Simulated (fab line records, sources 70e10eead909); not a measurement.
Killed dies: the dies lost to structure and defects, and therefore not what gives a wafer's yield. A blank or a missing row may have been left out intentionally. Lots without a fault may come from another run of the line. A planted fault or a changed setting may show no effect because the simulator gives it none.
Chamber matching :: flow nand harc :: 4 sister chambers for NHARC_P_BONDPAD_DESCUM_11 on rie diel-12
The step chemistry O2, time 3 s. 4 wafers are shown with their chamber, then 11 later ones without.

WAFERS PAIRED WITH THEIR CHAMBERS
wafer: L087.4
chamber: 2
drypump motor current A (A): 5.5

wafer: L095.3
chamber: 0
drypump motor current A (A): 4.8

wafer: L095.6
chamber: 1
drypump motor current A (A): 6.2

wafer: L095.1
chamber: 3
drypump motor current A (A): 5.5

WAFERS WITH NO CHAMBER GIVEN
wafer: L095.2
drypump motor current A (A): 5.6

wafer: L095.5
drypump motor current A (A): 5.6

wafer: L096.2
drypump motor current A (A): 4.8

wafer: L096.4
drypump motor current A (A): 5.4

wafer: L096.5
drypump motor current A (A): 4.8

wafer: L096.1
drypump motor current A (A): 5.6

wafer: L096.3
drypump motor current A (A): 6.2

wafer: L096.6
drypump motor current A (A): 5.5

wafer: L097.1
drypump motor current A (A): 4.8

wafer: L097.2
drypump motor current A (A): 5.6

wafer: L097.6
drypump motor current A (A): 5.5

WHICH CHAMBER EACH ONE RAN IN
wafer: L095.2
from the rows above: can't be placed: 2 or 3
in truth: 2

wafer: L095.5
from the rows above: can't be placed: 2 or 3
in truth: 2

wafer: L096.2
from the rows above: 0
in truth: 0

wafer: L096.4
from the rows above: can't be placed: 2 or 3
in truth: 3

wafer: L096.5
from the rows above: 0
in truth: 0

wafer: L096.1
from the rows above: can't be placed: 2 or 3
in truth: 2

wafer: L096.3
from the rows above: 1
in truth: 1

wafer: L096.6
from the rows above: can't be placed: 2 or 3
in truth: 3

wafer: L097.1
from the rows above: 0
in truth: 0

wafer: L097.2
from the rows above: can't be placed: 2 or 3
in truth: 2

wafer: L097.6
from the rows above: can't be placed: 2 or 3
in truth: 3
Placed correctly: 4 of 11. Can't be placed from these rows: 7 (the true chamber is among the candidates in 7). Number placed wrongly: 0.
How it was worked out, from the rows above alone: a wafer's distance from a chamber is the root of the sum, over the readings, of the square of ((its reading less the chamber's mean) divided by the reading's scatter). If the next closest chamber is less than 2 further off than the closest, the wafer can't be placed; otherwise it belongs to the closest. For every chamber, the mean is computed from those of its wafers that are shown. The scatter (one wafer shown for each chamber): square how far every hidden wafer sits from the nearest shown wafer, average those squares and take the square root.
